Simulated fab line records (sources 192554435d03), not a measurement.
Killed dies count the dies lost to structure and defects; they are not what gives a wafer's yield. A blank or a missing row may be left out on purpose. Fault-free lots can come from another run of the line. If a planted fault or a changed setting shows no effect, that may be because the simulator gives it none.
Matching of chambers || flow n5_finfet || N5_HKMG_FIN_HK_ALD_01 on ald_hk-02 has 4 sister chambers
The step deposits HfO2, target thk 1.6 nm, pulse time 3 s, purge time 3 s. 14 wafers are shown with their chamber, then 7 later ones without.

## WAFERS PAIRED WITH THEIR CHAMBERS
{"wafer": "L078.1", "chamber": 2, "precursor_pulse_height_rel": 1.056}
{"wafer": "L078.2", "chamber": 0, "precursor_pulse_height_rel": 0.989}
{"wafer": "L078.3", "chamber": 3, "precursor_pulse_height_rel": 1.025}
{"wafer": "L078.4", "chamber": 1, "precursor_pulse_height_rel": 0.997}
{"wafer": "L078.5", "chamber": 0, "precursor_pulse_height_rel": 1.007}
{"wafer": "L078.6", "chamber": 1, "precursor_pulse_height_rel": 1.003}
{"wafer": "L077.4", "chamber": 1, "precursor_pulse_height_rel": 0.971}
{"wafer": "L077.5", "chamber": 0, "precursor_pulse_height_rel": 1.044}
{"wafer": "L077.6", "chamber": 3, "precursor_pulse_height_rel": 1.005}
{"wafer": "L083.2", "chamber": 3, "precursor_pulse_height_rel": 1.012}
{"wafer": "L083.3", "chamber": 2, "precursor_pulse_height_rel": 1.009}
{"wafer": "L083.6", "chamber": 0, "precursor_pulse_height_rel": 1.009}
{"wafer": "L090.2", "chamber": 2, "precursor_pulse_height_rel": 0.992}
{"wafer": "L090.4", "chamber": 1, "precursor_pulse_height_rel": 1.006}

SIGNATURES, as means of the wafers listed above
{"reading": "precursor_pulse_height_rel", "chamber 0": 1.01225, "chamber 1": 0.99425, "chamber 2": 1.01900, "chamber 3": 1.01400, "scatter within a chamber": 0.0218}
Rule: distance of a wafer from a chamber = root of the sum over the readings of ((wafer's reading minus chamber's mean) / reading's scatter) squared. The wafer belongs to the nearest chamber; if the next one is less than 2 further off, it can't be placed. The scatter: the root of (the sum of the squares of (reading less its chamber's mean) over the shown wafers, divided by (wafers less chambers)).

## WAFERS MISSING THEIR CHAMBER
{"wafer": "L090.6", "precursor_pulse_height_rel": 1.002}
{"wafer": "L092.1", "precursor_pulse_height_rel": 1.008}
{"wafer": "L092.2", "precursor_pulse_height_rel": 1.002}
{"wafer": "L092.4", "precursor_pulse_height_rel": 0.990}
{"wafer": "L093.2", "precursor_pulse_height_rel": 1.011}
{"wafer": "L093.4", "precursor_pulse_height_rel": 1.002}
{"wafer": "L093.6", "precursor_pulse_height_rel": 0.981}

## THE CHAMBER EACH PASSED THROUGH
{"wafer": "L090.6", "from the rows above": "can't be placed: 1 or 0 or 3 or 2", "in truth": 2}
{"wafer": "L092.1", "from the rows above": "can't be placed: 0 or 3 or 2 or 1", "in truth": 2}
{"wafer": "L092.2", "from the rows above": "can't be placed: 1 or 0 or 3 or 2", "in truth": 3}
{"wafer": "L092.4", "from the rows above": "can't be placed: 1 or 0 or 3 or 2", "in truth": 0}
{"wafer": "L093.2", "from the rows above": "can't be placed: 0 or 3 or 2 or 1", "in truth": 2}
{"wafer": "L093.4", "from the rows above": "can't be placed: 1 or 0 or 3 or 2", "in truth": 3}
{"wafer": "L093.6", "from the rows above": "can't be placed: 1 or 0 or 3 or 2", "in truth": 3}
Correct placement for 0 of the 7. These rows do not allow placing 7 (true chamber among the candidates in 7). Number placed wrongly: 0.
